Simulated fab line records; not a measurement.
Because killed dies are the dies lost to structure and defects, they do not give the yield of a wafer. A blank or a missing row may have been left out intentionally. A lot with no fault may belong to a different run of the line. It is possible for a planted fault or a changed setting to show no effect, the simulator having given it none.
Problem report, 8D (eight disciplines) form, completed by code -- flow nand harc -- the parts of the form that need people (team, actions taken, sign-off) are left out

== 1. THE ISSUE ==
run length s at NHARC_HYBRID_BOND_ACTIVATE_00 reads a mean of 79.7 s on 1 wafer of 1 lot; wafers without a fault read 81.7 s with a standard deviation of 0.48. Relative to the usual mean, that is a shift of -4.2 standard deviations.
The step: chemistry N2, time 60 s.
The first sign was on wafer L801.3 at day 28 06:54, on rie diel-09. At this step, 37 wafers from 13 lots have a number in the record. Rule for "out" (also "out of limits"): further than 4 standard deviations from the usual mean. The other wafers with a number count as sound.

== 2. WHAT IT IS; WHAT IT IS NOT ==
question,is,is not
which readings at this step,run length s,"drypump motor current A, n2 flow sccm, oes product au, rf vpp V, showerhead plenum p Torr"
which lots,L801,"L789, L791, L792, L795, L796, L797, L798, L806, L808, L809, L810, L812"
which wafers of those lots,all that have a number,-
read on which tools,rie diel-09,"rie diel-03, rie diel-07"
when,from day 28 06:54,"up to then (21 sound wafers); but 15 sound wafers of L806, L808, L809, L810, L812 came after"

== 3. SUSPECTS, AND WHAT RULES EACH OUT ==
Counting: any tool at a process step up to the reading is kept as a suspect provided that every lot that is out went through it and no sound lot did after the first of them.
- pvd sputter-01 at NHARC_A_BONDPAD_PVD_17 (deposits TaN, target thk 5 nm, time 8.06 s): ruled out as a lasting fault. The sound lots L806, L809 went through it after L801, its earliest lot that is out (day 28 06:54). NHARC_A_BONDPAD_PVD_17 gives no start for some lots, so the hours and the order of its lots are those of NHARC_HYBRID_BOND_ACTIVATE_00.
- pvd sputter-01 at NHARC_A_BONDPAD_PVD_27 (deposits Cu, target thk 30 nm, time 20.49 s): ruled out as a lasting fault. The sound lots L806, L809 went through it after L801, its earliest lot that is out (day 28 06:54). NHARC_A_BONDPAD_PVD_27 gives no start for some lots, so the hours and the order of its lots are those of NHARC_HYBRID_BOND_ACTIVATE_00.
- rie diel-09 at NHARC_HYBRID_BOND_ACTIVATE_00 (chemistry N2, time 60 s): ruled out as a lasting fault. The sound lots L806, L809, L810, L812 went through it after L801, its earliest lot that is out (day 28 06:54).
Left after counting: nothing in the record.

== 4. THE CAUSE (what the simulator had put in) ==
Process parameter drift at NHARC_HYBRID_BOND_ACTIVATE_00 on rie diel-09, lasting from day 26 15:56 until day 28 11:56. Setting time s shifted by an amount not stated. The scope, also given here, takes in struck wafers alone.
Counting ruled it out, wrongly.

== 5. THE EFFECT CHAIN, in route order ==
Each row: a reading where the mean over the struck wafers with a number is more than 3 standard deviations away from the usual. Only readings whose record carries a usual standard deviation are examined. hours: median over the lots of the time between each lot's start at the first step of this table that gives one and its start at this step. sigmas: the change, counted in usual standard deviations.
hours,step,reading,usual,on struck wafers,change,sigmas
0,NHARC_HYBRID_BOND_ACTIVATE_00,run length s,81.7 s,79.7,-2.0,-4.2
Process steps it contains:
- NHARC_HYBRID_BOND_ACTIVATE_00: chemistry N2, time 60 s.
At these later measuring or inspecting steps, every struck wafer for which the step has a row has a number for every such reading, and none has moved that far: NHARC_HYBRID_BOND_OVL_MEAS_05.

== 6. WHAT WOULD HAVE CAUGHT IT SOONER ==
First out-of-limits reading in this record: day 28 06:54, which is 39 hours after fault onset at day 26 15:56.
